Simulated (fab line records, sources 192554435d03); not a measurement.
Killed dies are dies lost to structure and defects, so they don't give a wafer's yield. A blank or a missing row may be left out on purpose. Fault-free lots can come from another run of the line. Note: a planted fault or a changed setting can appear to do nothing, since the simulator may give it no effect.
fab line records	flow n5-finfet	part 2 of 2: steps 15 to 26 of 26
record: lots: 5	wafers: 15	last-day: 17
route steps=1938 shown MOL_CONTACT_COAG@604
lots with no fault: from the same line, run without faults
start-h: the number of hours between the record's first day and the start of the first shown wafer of the lot	wait-h: time in hours since the lot's previous step	" repeats the value in the row above	L1.1+2: several wafers, shown together as one row	- no value present, or no start provided	* or withheld: withheld	< > ~ a bound
route shown NAME@n: names a module that has steps shown in the file, with the first one's number in the route	usual: mean/standard deviation taken from wafers without a fault	same: alike in all rows	chamber/n: place in a boat	sites: per-site readings	_std_site: standard deviation across them	_edge_site: outer sites' mean less inner sites'	radius-mm: how far each site lies from the wafer's centre	mask NAME#n: copy n	behind: tool/chamber where the wafer was last shaped	hold: why the lot was held/for how many hours/how that ended	device: the transistor (n, p or np) that didn't switch	end of line: the tests these same wafers got at the end of their route	a step without rows: its recipe alone	killed: the dies lost at the first sort to structure and to defects; this is not the yield of the wafer	map: per-die view of a wafer (x killed, . not killed, _ where there is no die)
set.NAME: the run value of the setting; set.NAME@STEP: its run value at that earlier step	model.NAME: the simulator's own value behind a step, which no gauge read
a table for each step, a row for each wafer; lots at some steps of the route
services: the hour from which a tool's chamber was out of use, counted from the record's first day as start-h (under 0 if before that day), plus the number of hours and why
== steps ==
step: N5_MOL_CONTACT_COAG_STRIP_72
recipe: chemistry: N2/H2	power-w: 450	temp-c: 40	pressure-mtorr: 20	rf-frequency-hz: 6e+07	overash-fraction: 3	bias-power-w: 7	h2-frac: 0.5	n2-flow-sccm: 200	h2-flow-sccm: 200
usual: bias-power-w: 7.001/0.021	drypump-motor-current-A: 5.9/0.49	oes-product-au: 0.78/0.073	rf-vpp-V: 59.2/1.8	showerhead-plenum-p-Torr: 2.56/0.097	throttle-valve-pct: 23.5/0.32
lot.wafer	tool	chamber	start-h	wait-h	bias-power-w	drypump-motor-current-A	oes-product-au	rf-hours-counter-h	rf-vpp-V	showerhead-plenum-p-Torr	throttle-valve-pct
L075.1	rie-diel-03	2	108.40	0.0	7.025	6.6	0.72	185	60.6	2.63	24.1
L075.2	"	3	"	"	7.001	6.3	0.80	106	59.5	2.45	23.3
L075.6	"	2	"	"	7.020	6.6	0.73	-	60.2	2.63	24.2
L082.2	rie-diel-03	1	156.39	0.0	7.022	5.7	0.80	94	62.3	2.66	23.0
L082.3	"	0	"	"	6.992	6.3	0.93	20	61.1	2.48	23.3
L082.5	"	1	"	"	7.016	5.7	0.81	-	57.1	2.66	23.0
L089.2	rie-diel-03	3	194.86	0.0	7.017	6.3	0.79	132	59.6	2.43	23.3
L089.5	"	1	"	"	6.986	5.7	0.79	-	60.6	2.66	23.0
L089.6	"	2	"	"	7.017	6.6	0.71	-	58.4	2.62	24.2
L090.3	rie-diel-03	3	197.52	0.0	7.030	6.3	0.77	133	59.8	2.43	23.3
L090.4	"	0	"	"	7.004	6.3	0.90	33	58.3	2.48	23.3
L090.5	"	3	"	"	7.036	6.3	0.77	-	59.9	2.43	23.3
L094.3	rie-diel-01	1	222.32	0.0	7.016	6.1	0.71	212	59.6	2.41	23.3
L094.4	"	3	"	"	6.994	5.1	0.78	78	61.0	2.68	23.6
L094.5	"	2	"	"	7.007	5.4	0.82	-	60.1	2.68	23.5
step: N5_MOL_CONTACT_COAG_STRIP_49
recipe: chemistry: N2/H2	time-s: 30	power-w: 1000	temp-c: 250	pressure-mtorr: withheld	n2-flow-sccm: 1750	h2-flow-sccm: 3250
usual: drypump-motor-current-A: 5.62/0.19	heater-power-w: 321/21
lot.wafer	tool	chamber	start-h	wait-h	drypump-motor-current-A	heater-power-w	rf-hours-counter-h
L075.1	plasma-asher-01	0	108.48	-	5.43	328	90
L075.2	"	1	"	"	5.60	329	90
L075.6	"	0	"	"	5.40	326	-
L082.2	plasma-asher-01	0	156.47	-	5.40	315	97
L082.3	"	0	"	"	5.43	322	-
L082.5	"	0	"	"	5.42	323	-
L089.2	plasma-asher-02	1	194.94	-	6.01	356	68
L089.5	"	0	"	"	5.61	289	-
L089.6	"	1	"	"	6.01	348	-
L090.3	plasma-asher-01	0	197.62	-	5.41	321	-
L090.4	"	1	"	"	5.60	328	-
L090.5	"	0	"	"	5.45	326	-
L094.3	plasma-asher-02	0	222.42	-	5.65	280	-
L094.4	"	1	"	"	5.97	348	-
L094.5	"	1	"	"	6.05	353	-
step: N5_MOL_CONTACT_COAG_PRECLEAN_138
recipe: chemistry: alkaline-clean	temp-c: 60	time-s: 60	do-ppb: 50
lot.wafer	tool	chamber	start-h	wait-h
L075.1+2+6	wet-bench-04	2,7,1	108.57	0.1
L082.2+3+5	wet-bench-04	7,6,4	156.56	0.1
L089.2+5+6	wet-bench-04	7,5,0	195.02	0.1
L090.3+4+5	wet-bench-03	5,6,4	197.69	0.0
L094.3+4+5	wet-bench-04	4,7,3	222.49	0.0
step: N5_MOL_CONTACT_COAG_SRD_139
recipe: dry: ipa-marangoni	time-s: 30	temp-c: 23	rinse-liquid: diw
lot.wafer	tool	chamber	start-h	wait-h
L075.1+2+6	wet-bench-04	2,7,1	108.59	0.0
L082.2+3+5	wet-bench-04	7,6,4	156.60	0.0
L089.2+5+6	wet-bench-04	7,5,0	195.04	0.0
L090.3+4+5	wet-bench-03	5,6,4	197.73	0.0
L094.3+4+5	wet-bench-04	4,7,3	222.51	0.0
step: N5_MOL_CONTACT_COAG_CD_MEAS_101
recipe: target-cd-nm: 16
usual: cd-nm: 15.93/0.27
lot.wafer	tool	chamber	start-h	wait-h	cd-nm
L075.1	cd-sem-02	-	108.63	0.0	16.13
L075.2	"	-	"	"	15.76
L075.6	"	-	"	"	15.57
L082.2	cd-sem-02	-	156.66	0.0	15.98
L082.3	"	-	"	"	15.61
L082.5	"	-	"	"	15.32
L089.2	cd-sem-03	-	195.08	0.0	16.06
L089.5	"	-	"	"	15.64
L089.6	"	-	"	"	16.29
L090.3	cd-sem-03	-	197.80	0.0	16.13
L090.4	"	-	"	"	16.09
L090.5	"	-	"	"	15.78
L094.3	cd-sem-02	-	222.55	0.0	15.57
L094.4	"	-	"	"	15.79
L094.5	"	-	"	"	15.77
step: N5_MOL_CONTACT_COAG_PRE_CLEAN_121
recipe: gas: H2/He	time-s: *	temp-c: withheld
lot.wafer	tool	chamber	start-h	wait-h
L075.1+2+6	cvd-w-01	0,1,1	108.68	0.0
L082.2+3+5	cvd-w-01	1	156.70	0.0
L089.2+5+6	cvd-w-01	0,0,1	195.12	0.0
L090.3+4+5	cvd-w-01	1,0,0	197.86	0.1
L094.3+4+5	cvd-w-02	1,0,0	222.62	0.1
step: N5_MOL_CONTACT_COAG_CVD_140
recipe: material: W	target-thk-a: 665	mode: selective-fill	temp-c: 300	time-s: 215
usual: heater-power-w: 492/47
lot.wafer	tool	chamber	start-h	wait-h	heater-power-w
L075.1	cvd-w-01	0	108.77	0.1	433
L075.2	"	1	"	"	533
L075.6	"	1	"	"	539
L082.2	cvd-w-01	1	156.79	0.1	540
L082.3	"	1	"	"	536
L082.5	"	1	"	"	535
L089.2	cvd-w-01	0	195.21	0.1	430
L089.5	"	0	"	"	430
L089.6	"	1	"	"	544
L090.3	cvd-w-01	1	198.00	0.1	557
L090.4	"	0	"	"	446
L090.5	"	0	"	"	428
L094.3	cvd-w-02	1	222.76	0.1	520
L094.4	"	0	"	"	496
L094.5	"	0	"	"	504
step: N5_MOL_CONTACT_COAG_PRECLEAN_127
recipe: chemistry: DIW	time-s: 57.5	temp-c: 23
lot.wafer	tool	chamber	start-h	wait-h
L075.1+2+6	wet-bench-04	5,4,7	109.04	0.2
L082.2+3+5	wet-bench-02	7,4,6	157.06	0.2
L089.2+5+6	wet-bench-04	0,3,2	195.48	0.2
L090.3+4+5	wet-bench-04	6,5,7	198.20	0.1
L094.3+4+5	wet-bench-02	7,0,6	222.95	0.1
step: N5_MOL_CONTACT_COAG_SRD_128
recipe: dry-time-s: 32	dry: n2-spin	spin-rpm: 1500
lot.wafer	tool	chamber	start-h	wait-h
L075.1+2+6	wet-bench-04	5,4,7	109.06	0.0
L082.2+3+5	wet-bench-02	7,4,6	157.08	0.0
L089.2+5+6	wet-bench-04	0,3,2	195.50	0.0
L090.3+4+5	wet-bench-04	6,5,7	198.21	0.0
L094.3+4+5	wet-bench-02	7,0,6	222.97	0.0
step: N5_MOL_CONTACT_COAG_CMP_52
recipe: stop-on: SiO2	t-overpolish-s: 1.5	post-cmp-clean: w-dilute-nh4oh	down-force-psi: 4	platen-rpm: 50.289	pad-velocity-m-s: 1.0006	target-thk-nm: 66.5
usual: edge-zone-pressure-frac: 1.001/0.0048	motor-current-A: 11.6/1.2	overpolish-run-s: 1.501/0.0089	time-to-endpoint-s: 13.5/2.1
lot.wafer	tool	chamber	start-h	wait-h	edge-zone-pressure-frac	motor-current-A	overpolish-run-s	time-to-endpoint-s
L075.1	cmp-04	0	109.09	0.0	1.001	10.8	1.518	12.2
L075.2	"	1	"	"	1.005	11.9	1.508	15.1
L075.6	"	0	"	"	1.000	11.3	1.499	13.5
L082.3	cmp-01	3	157.18	0.1	0.996	9.7	1.497	14.0
L082.2	"	0	"	"	0.998	10.2	1.514	15.0
L082.5	"	1	"	"	1.007	12.5	1.508	15.6
L089.2	cmp-04	3	195.61	0.1	0.994	12.8	1.505	13.9
L089.6	"	1	"	"	1.002	11.6	1.485	14.3
L089.5	"	2	"	"	1.003	11.4	1.495	14.5
L090.4	cmp-01	2	198.25	0.0	1.001	13.1	1.493	14.5
L090.3	"	3	"	"	0.994	9.8	1.496	14.6
L090.5	"	2	"	"	1.006	12.9	1.504	12.6
L094.4	cmp-01	0	223.01	0.0	1.007	10.7	1.500	9.6
L094.3	"	1	"	"	0.997	12.4	1.502	9.8
L094.5	"	0	"	"	1.002	10.3	1.508	10.5
step: N5_MOL_CONTACT_COAG_THK_MEAS_53
recipe: reads: SiO2_of_MOL_CONTACT_COAG_PECVD_31
usual: VIA_MOL_THK: 43.6/0.57
lot.wafer	tool	chamber	start-h	wait-h	VIA_MOL_THK[nm]
L075.1	film-metro-02	-	109.38	-	43.9
L075.2	"	-	"	"	42.8
L075.6	"	-	"	"	44.5
L082.2	film-metro-02	-	157.40	-	43.2
L082.3	"	-	"	"	43.6
L082.5	"	-	"	"	44.2
L089.2	film-metro-02	-	195.83	-	43.1
L089.5	"	-	"	"	44.4
L089.6	"	-	"	"	44.1
L090.3	film-metro-01	-	198.54	-	42.7
L090.4	"	-	"	"	43.5
L090.5	"	-	"	"	44.2
L094.3	film-metro-02	-	223.30	-	42.0
L094.4	"	-	"	"	43.0
L094.5	"	-	"	"	43.1
step: N5_MOL_CONTACT_COAG_ANNEAL_112
recipe: temp-c: 400	time-s: 1800	ambient: HPD2	pressure-atm: 10
usual: spike-tc-bottom-C: 424.0/1	wafer_temp_C_max: 401.00/0.27
lot.wafer	tool	chamber	start-h	wait-h	spike-tc-bottom-C	wafer_temp_C_max
L075.1	hp-anneal-01	0	110.20	0.8	423.6	401.40
L075.2	"	0	"	"	424.7	401.12
L075.6	"	0	"	"	424.3	401.16
L082.2	hp-anneal-01	0	157.43	0.0	425.6	401.28
L082.3	"	0	"	"	423.8	401.13
L082.5	"	0	"	"	421.5	401.15
L089.2	hp-anneal-01	0	195.86	0.0	425.1	401.21
L089.5	"	0	"	"	423.5	401.30
L089.6	"	0	"	"	422.2	400.76
L090.3	hp-anneal-01	0	198.86	0.3	424.1	400.68
L090.4	"	0	"	"	421.9	400.96
L090.5	"	0	"	"	424.6	400.87
L094.3	hp-anneal-01	0	223.33	0.0	423.6	400.98
L094.4	"	0	"	"	423.6	401.15
L094.5	"	0	"	"	423.5	401.65
== services ==
tool	chamber	start-h	hours	kind
ald-sin-02	-	85.37	14.0	pm
ald-sin-04	2	89.23	13.0	repair
rie-diel-03	-	94.92	10.0	pm
cmp-01	-	95.28	3.5	repair
cmp-01	-	108.73	12.0	pm
rie-diel-03	3	109.32	3.6	repair
cmp-04	-	112.04	4.0	pm
cmp-01	-	127.49	4.0	repair
plasma-asher-01	-	133.07	2.8	pm
rie-diel-03	2	134.14	4.8	repair
plasma-asher-02	-	141.78	0.4	repair
plasma-asher-01	-	142.27	1.8	repair
ald-sin-04	-	153.72	1.1	repair
cmp-04	-	160.84	3.5	pm
rie-diel-01	0	162.56	-	clean
rie-diel-01	0	162.56	-	consumable-replace:esc
rie-diel-01	0	162.56	-	consumable-replace:focus-ring
wet-bench-04	-	167.20	10.3	repair
cvd-w-02	1	174.99	9.5	repair
ald-sin-04	-	176.75	14.0	pm
cmp-01	-	176.78	0.4	repair
cmp-04	-	195.87	0.9	repair
plasma-asher-02	-	204.01	14.6	pm
wet-bench-03	-	215.57	4.4	pm
